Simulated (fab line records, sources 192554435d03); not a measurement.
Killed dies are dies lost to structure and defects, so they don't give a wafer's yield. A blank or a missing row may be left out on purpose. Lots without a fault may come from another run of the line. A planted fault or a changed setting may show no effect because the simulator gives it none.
Split-lot experiment | flow n5_finfet | 7 lots, 21 wafers read, on a route of 1938 steps

THE SPLIT
At N5_BEOL_M10_COAT_64 (time 60 s, resist thk 30 nm), the setting spin_rpm was moved away from the recipe's 1500 rpm on 7 of the 21 wafers read, by -9.2% to +6.7%. The other wafers ran this setting at the recipe's value.

FROM THE SPLIT TO THE READING: what the file shows between them, 6 steps
- N5_BEOL_M10_EXPOSE_25: exposes mask V9 (also split here: dose_mj)
- N5_BEOL_M10_PEB_26: peb time 60 s
- N5_BEOL_M10_DEVELOP_27: develop time 30 s
- N5_BEOL_M10_CD_MEAS_28: target cd 70 nm
- N5_BEOL_M10_DESCUM_33: chemistry O2, time 7.9 s
- N5_BEOL_M10_ETCH_65: etches SiARC in CF4, target depth 39 nm, time 65 s

THE READING
SiARC_of_BEOL_M10_COAT_64.thk_nm (the simulator's own value, which no gauge read), in nm, at N5_BEOL_M10_ETCH_66 (etches SOC in N2/H2, target depth 120 nm, overetch 24 nm, time 180 s). The file gives no usual value for it. The 14 wafers here that ran the recipe average 22.8 nm, standard deviation 0.23 nm.

wafer  | tool, chamber at the split | spin_rpm as run, rpm | against the recipe | SiARC_of_BEOL_M10_COAT_64.thk_nm, nm | against lot-mates on the recipe
L075.3 | litho_track-05, 0          | 1600                 | +6.7%              | 21.8                                 | no lot-mate on the recipe
L075.5 | litho_track-05, 0          | 1600                 | +6.7%              | 21.8                                 | no lot-mate on the recipe
L075.4 | litho_track-05, 0          | 1600                 | +6.7%              | 21.6                                 | no lot-mate on the recipe
L076.1 | litho_track-05, 0          | 1500                 | recipe             | 22.4                                 | -
L076.6 | litho_track-05, 0          | 1500                 | recipe             | 22.4                                 | -
L076.4 | litho_track-05, 0          | 1500                 | recipe             | 22.8                                 | -
L077.2 | litho_track-02, 0          | 1500                 | recipe             | 22.6                                 | -
L077.3 | litho_track-02, 0          | 1500                 | recipe             | 22.4                                 | -
L077.6 | litho_track-02, 0          | 1445                 | -3.7%              | 23.2                                 | +0.7
L078.1 | litho_track-01, 0          | 1500                 | recipe             | 22.8                                 | -
L078.3 | litho_track-01, 0          | 1500                 | recipe             | 23                                   | -
L078.5 | litho_track-01, 0          | 1500                 | recipe             | 23                                   | -
L082.1 | litho_track-01, 0          | 1500                 | recipe             | 23                                   | -
L082.5 | litho_track-01, 0          | 1500                 | recipe             | 23                                   | -
L082.3 | litho_track-01, 0          | 1409                 | -6.1%              | 23.8                                 | +0.8
L089.2 | litho_track-05, 0          | 1362                 | -9.2%              | 23.6                                 | +0.8
L089.4 | litho_track-05, 0          | 1500                 | recipe             | 22.8                                 | -
L089.6 | litho_track-05, 0          | 1362                 | -9.2%              | 23.8                                 | +1.0
L090.2 | litho_track-01, 0          | 1500                 | recipe             | 22.6                                 | -
L090.5 | litho_track-01, 0          | 1500                 | recipe             | 23                                   | -
L090.6 | litho_track-01, 0          | 1500                 | recipe             | 22.8                                 | -

THE FIT
A straight line over all 21 wafers: SiARC_of_BEOL_M10_COAT_64.thk_nm changes by -0.131 nm for each +1% of spin_rpm; r = -0.92; the points scatter about the line by 0.23 nm.
The same after taking each lot's own level away (the mean of its wafers on the recipe; 18 wafers): -0.107 nm for each +1%; r = -0.92; scatter 0.15 nm.
On that fit, the largest move of spin_rpm shifts the reading by 0.99 nm.
The lots' own levels span 22.50 to 23.00 nm, that is 2.2 times the standard deviation above.
So the lot-to-lot level changes the slope: the two fits differ.
Check: with one of the wafers moved furthest among these (-9.2%) left out of the fit, the line predicts +1.13 nm for it against its lot-mates. It came out at +0.8 nm against them.

OTHER SPLITS ON THESE WAFERS
These wafers also went through other splits before the reading. Each is held against what the fit with the lots' levels taken away leaves over:
other split on the same wafers | wafers away from the commonest value | r with SiARC_of_BEOL_M10_COAT_64.thk_nm (lot level and that fit taken away)
N5_BEOL_M7_COAT_05 spin_rpm    | 7                                    | +0.04
N5_BEOL_M8_DESCUM_33 time_s    | 7                                    | +0.15
N5_BEOL_M9_EXPOSE_25 dose_mj   | 5                                    | +0.03
N5_BEOL_M9_ETCH_66 time_s      | 7                                    | -0.15
N5_BEOL_M10_EXPOSE_25 dose_mj  | 4                                    | +0.27

THE WHOLE CHAIN: every reading that the file lists as answering this split, in the file's order
step                | what it does                                                         | reading                                                                             | change (the file's fit)               | r (the file's)
N5_BEOL_M10_COAT_64 | time 60 s, resist thk 30 nm                                          | SiARC_of_BEOL_M10_COAT_64.thk_nm (the simulator's own value, which no gauge read)   | -0.161 nm for each +1% of the setting | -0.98
N5_BEOL_M10_ETCH_65 | etches SiARC in CF4, target depth 39 nm, time 65 s                   | CAR-ArF_of_BEOL_M10_COAT_22.thk_nm (the simulator's own value, which no gauge read) | +0.169 nm for each +1% of the setting | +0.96
N5_BEOL_M10_ETCH_65 | etches SiARC in CF4, target depth 39 nm, time 65 s                   | etch.depth_nm (the simulator's own value, which no gauge read)                      | -0.161 nm for each +1% of the setting | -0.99
N5_BEOL_M10_ETCH_66 | etches SOC in N2/H2, target depth 120 nm, overetch 24 nm, time 180 s | SiARC_of_BEOL_M10_COAT_64.thk_nm (the simulator's own value, which no gauge read)   | -0.116 nm for each +1% of the setting | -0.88

THE FILE'S OWN FIT
SiARC_of_BEOL_M10_COAT_64.thk_nm changes by -0.116 nm for each +1% of spin_rpm, r = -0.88.
